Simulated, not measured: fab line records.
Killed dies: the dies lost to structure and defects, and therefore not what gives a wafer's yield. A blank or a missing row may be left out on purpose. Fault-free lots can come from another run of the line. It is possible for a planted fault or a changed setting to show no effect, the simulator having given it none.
Which of the tools did it?    flow nandHarc    72 wafers from 24 lots sampled at 4 of the route's 1302 steps

WHAT THE GAUGES SHOWED, per wafer
NHARC_A_ONON_D1_THK_MEAS_27: measures by ellipsometry.
lot   measured      on            thkNm (nm)
L074  day 8 06:48   filmMetro-02  1016 1016 1017
L075  day 8 13:42   filmMetro-01  983 983 981
L076  day 9 03:18   filmMetro-01  1010 1008 1011
L077  day 9 11:35   filmMetro-02  983 984 983
L078  day 9 17:14   filmMetro-02  997 998 996
L079  day 10 05:20  filmMetro-02  990 989 989
L080  day 10 22:44  filmMetro-02  1000 998 999
L081  day 11 06:45  filmMetro-02  1008 1009 1009
L082  day 11 10:53  filmMetro-01  995 994 994
L083  day 12 04:40  filmMetro-01  1002 1004 1003
L084  day 12 11:12  filmMetro-01  984 984 984
L085  day 12 19:01  filmMetro-01  1001 999 1000
L086  day 13 03:25  filmMetro-01  994 993 993
L087  day 13 11:38  filmMetro-02  1002 1000 1000
L088  day 14 14:48  filmMetro-02  1005 1005 1003
L089  day 14 14:45  filmMetro-01  996 995 996
L090  day 14 23:50  filmMetro-02  998 998 997
L091  day 14 23:50  filmMetro-01  1008 1009 1008
L092  day 15 16:36  filmMetro-02  991 990 990
L093  day 16 11:33  filmMetro-01  1000 1000 1001
L094  day 16 11:33  filmMetro-02  1001 1001 1003
L095  day 17 05:38  filmMetro-02  1002 1002 1004
L096  day 17 05:39  filmMetro-01  999 997 995
L097  day 17 13:36  filmMetro-01  1002 1004 1001

NHARC_A_CHANNEL_HOLE_D1_CD_MEAS_30.
lot   measured      on        cdNm (nm)
L074  day 8 18:29   cdSem-01  90.1 91.0 88.8
L075  day 9 00:39   cdSem-01  91.0 92.2 90.3
L076  day 9 16:26   cdSem-03  91.5 90.5 91.8
L077  day 10 00:07  cdSem-03  90.8 90.0 90.8
L078  day 10 03:49  cdSem-01  92.4 90.1 90.7
L079  day 10 16:04  cdSem-01  90.0 90.0 89.7
L080  day 11 09:28  cdSem-01  91.9 90.8 91.5
L081  day 11 19:00  cdSem-02  90.9 90.9 89.6
L082  day 11 22:23  cdSem-02  91.4 90.8 90.3
L083  day 12 18:16  cdSem-02  90.3 92.7 92.8
L084  day 12 22:58  cdSem-03  87.8 90.8 88.0
L085  day 13 06:50  cdSem-02  90.9 89.4 89.4
L086  day 13 15:10  cdSem-02  92.3 91.1 90.6
L087  day 13 22:23  cdSem-02  89.6 89.1 90.2
L088  day 15 04:26  cdSem-03  92.2 92.5 90.9
L089  day 15 03:43  cdSem-03  90.0 88.1 90.0
L090  day 15 12:05  cdSem-03  88.9 90.5 89.3
L091  day 15 11:02  cdSem-01  88.0 89.5 89.0
L092  day 16 13:22  cdSem-02  90.0 89.8 88.6
L093  day 16 23:35  cdSem-02  89.4 91.0 90.0
L094  day 16 23:22  cdSem-01  91.2 90.5 89.7
L095  day 17 18:36  cdSem-03  92.4 91.7 90.4
L096  day 17 20:43  cdSem-01  91.0 91.1 89.8
L097  day 18 04:40  cdSem-03  91.5 90.8 92.4

WHICH TOOL RAN EACH LOT (tool, then ch and the chambers of the sampled wafers, then the start)
lot   NHARC_P_M2_DESCUM_14               NHARC_P_M2_ANNEAL_31
L074  rieDiel-02 ch 0,2,3, day 6 09:37   rtpAnneal-01 ch 0, day 6 11:22
L075  rieDiel-02 ch 1,2,3, day 6 17:22   rtpAnneal-02 ch 0, day 6 19:07
L076  rieDiel-10 ch 0,1,2, day 7 06:07   rtpAnneal-02 ch 0, day 7 07:55
L077  rieDiel-02 ch 0,2,3, day 7 11:29   rtpAnneal-02 ch 0, day 7 13:16
L078  rieDiel-10 ch 0,3, day 7 22:07     rtpAnneal-01 ch 0, day 7 23:53
L079  rieDiel-13 ch 1,2,3, day 8 08:47   rtpAnneal-01 ch 0, day 8 10:50
L080  rieDiel-02 ch 0,1, day 9 01:04     rtpAnneal-01 ch 0, day 9 02:58
L081  rieDiel-13 ch 0,1,2, day 9 08:55   rtpAnneal-01 ch 0, day 9 10:40
L082  rieDiel-10 ch 0,2,3, day 9 16:37   rtpAnneal-02 ch 0, day 9 18:28
L083  rieDiel-13 ch 0,1, day 10 07:21    rtpAnneal-02 ch 0, day 10 09:06
L084  rieDiel-10 ch 0,2, day 10 15:01    rtpAnneal-01 ch 0, day 10 16:49
L085  rieDiel-13 ch 1,2,3, day 11 00:56  rtpAnneal-02 ch 0, day 11 02:49
L086  rieDiel-13 ch 1,2, day 11 04:25    rtpAnneal-02 ch 0, day 11 06:10
L087  rieDiel-02 ch 0,1, day 11 16:50    rtpAnneal-01 ch 0, day 11 18:39
L088  rieDiel-13 ch 1,2, day 12 18:53    rtpAnneal-02 ch 0, day 12 20:47
L089  rieDiel-10 ch 2,3, day 12 19:42    rtpAnneal-01 ch 0, day 12 21:44
L090  rieDiel-13 ch 0,2,3, day 13 05:02  rtpAnneal-01 ch 0, day 13 06:48
L091  rieDiel-10 ch 1,2,3, day 13 07:35  rtpAnneal-02 ch 0, day 13 09:24
L092  rieDiel-13 ch 0,2, day 13 22:26    rtpAnneal-02 ch 0, day 14 00:11
L093  rieDiel-02 ch 0,2,3, day 14 14:02  rtpAnneal-02 ch 0, day 14 15:54
L094  rieDiel-13 ch 0,1,2, day 14 15:00  rtpAnneal-01 ch 0, day 14 17:00
L095  rieDiel-02 ch 0,1,3, day 15 07:34  rtpAnneal-01 ch 0, day 15 09:23
L096  rieDiel-02 ch 2,3, day 15 11:20    rtpAnneal-01 ch 0, day 15 13:34
L097  rieDiel-10 ch 0,1,3, day 15 19:02  rtpAnneal-01 ch 0, day 15 20:50
- NHARC_P_M2_DESCUM_14: chemistry O2, time 3 s.
- NHARC_P_M2_ANNEAL_31: time 90 s.

WHAT THE TOOLS THEMSELVES READ (means of the sampled wafers that have a number; where no wafer has one, the mark that the record gives instead)
NHARC_P_M2_DESCUM_14.
lot   tool        drypumpMotorCurrentA (A)  oesProductAu (a.u.)  rfVppV (V)  showerheadPlenumPTorr (Torr)  throttleValvePct (%)
L074  rieDiel-02  6.1                       0.991                56.5        1.90                          11.309
L075  rieDiel-02  5.6                       0.990                57.4        1.91                          11.309
L076  rieDiel-10  5.8                       1.010                58.0        1.93                          11.306
L077  rieDiel-02  6.1                       0.987                57.1        1.90                          11.311
L078  rieDiel-10  5.7                       1.008                58.0        1.98                          11.311
L079  rieDiel-13  5.4                       0.999                57.9        1.99                          11.310
L080  rieDiel-02  5.5                       0.991                57.3        1.85                          11.318
L081  rieDiel-13  5.7                       1.003                58.4        1.95                          11.311
L082  rieDiel-10  5.7                       0.998                57.6        1.93                          11.312
L083  rieDiel-13  6.0                       1.001                57.5        1.90                          11.311
L084  rieDiel-10  5.7                       0.991                57.3        1.88                          11.317
L085  rieDiel-13  5.4                       0.998                58.0        1.99                          11.310
L086  rieDiel-13  5.5                       1.006                57.2        1.99                          11.315
L087  rieDiel-02  6.0                       0.990                56.8        1.84                          11.314
L088  rieDiel-13  5.5                       0.996                58.1        1.99                          11.310
L089  rieDiel-10  6.0                       0.989                57.9        1.85                          11.318
L090  rieDiel-13  5.6                       0.991                56.9        1.94                          11.312
L091  rieDiel-10  6.0                       0.996                57.5        1.90                          11.320
L092  rieDiel-13  5.9                       0.994                57.8        1.91                          11.302
L093  rieDiel-02  6.1                       0.984                56.9        1.90                          11.311
L094  rieDiel-13  5.7                       1.004                58.6        1.95                          11.308
L095  rieDiel-02  5.7                       0.988                58.0        1.84                          11.306
L096  rieDiel-02  6.0                       0.984                57.7        1.97                          11.313
L097  rieDiel-10  5.8                       1.002                57.3        1.98                          11.306

NHARC_P_M2_ANNEAL_31.
lot   tool          wafer_temp_C_max
L074  rtpAnneal-01  225.8
L075  rtpAnneal-02  226.9
L076  rtpAnneal-02  226.7
L077  rtpAnneal-02  226.6
L078  rtpAnneal-01  225.8
L079  rtpAnneal-01  226.0
L080  rtpAnneal-01  225.7
L081  rtpAnneal-01  225.9
L082  rtpAnneal-02  226.9
L083  rtpAnneal-02  226.6
L084  rtpAnneal-01  226.1
L085  rtpAnneal-02  226.8
L086  rtpAnneal-02  226.8
L087  rtpAnneal-01  225.7
L088  rtpAnneal-02  226.5
L089  rtpAnneal-01  226.0
L090  rtpAnneal-01  225.7
L091  rtpAnneal-02  226.6
L092  rtpAnneal-02  226.7
L093  rtpAnneal-02  226.7
L094  rtpAnneal-01  225.9
L095  rtpAnneal-01  225.6
L096  rtpAnneal-01  225.7
L097  rtpAnneal-01  225.9

THE ANSWER, worked out from the rows above alone
Rule: usual is defined by the lots themselves. The widest of any qualifying gaps counts: lots, ordered by their means at a reading, are off when they make up no more than a third of the lots, leave a main group of 4 or more, and stand apart from it by 3 or more times the standard deviation of that group's means. A main group is skipped when, at the precision printed for the reading in the tables above, its means are all equal. A lot without any number at a reading at which 4 lots or more have one is off too. The other lots that the step has rows for count as sound. First the gauges in route order, then the tools' own readings, where a lot's mean is used as printed above. The first step at which some lot is off is used, and at that step the reading that is off furthest; a lot without a number counts as furthest.
Across all readings shown, no lot is off: no conclusion can be drawn from this.

WHAT HAD BEEN PUT IN BY THE SIMULATOR
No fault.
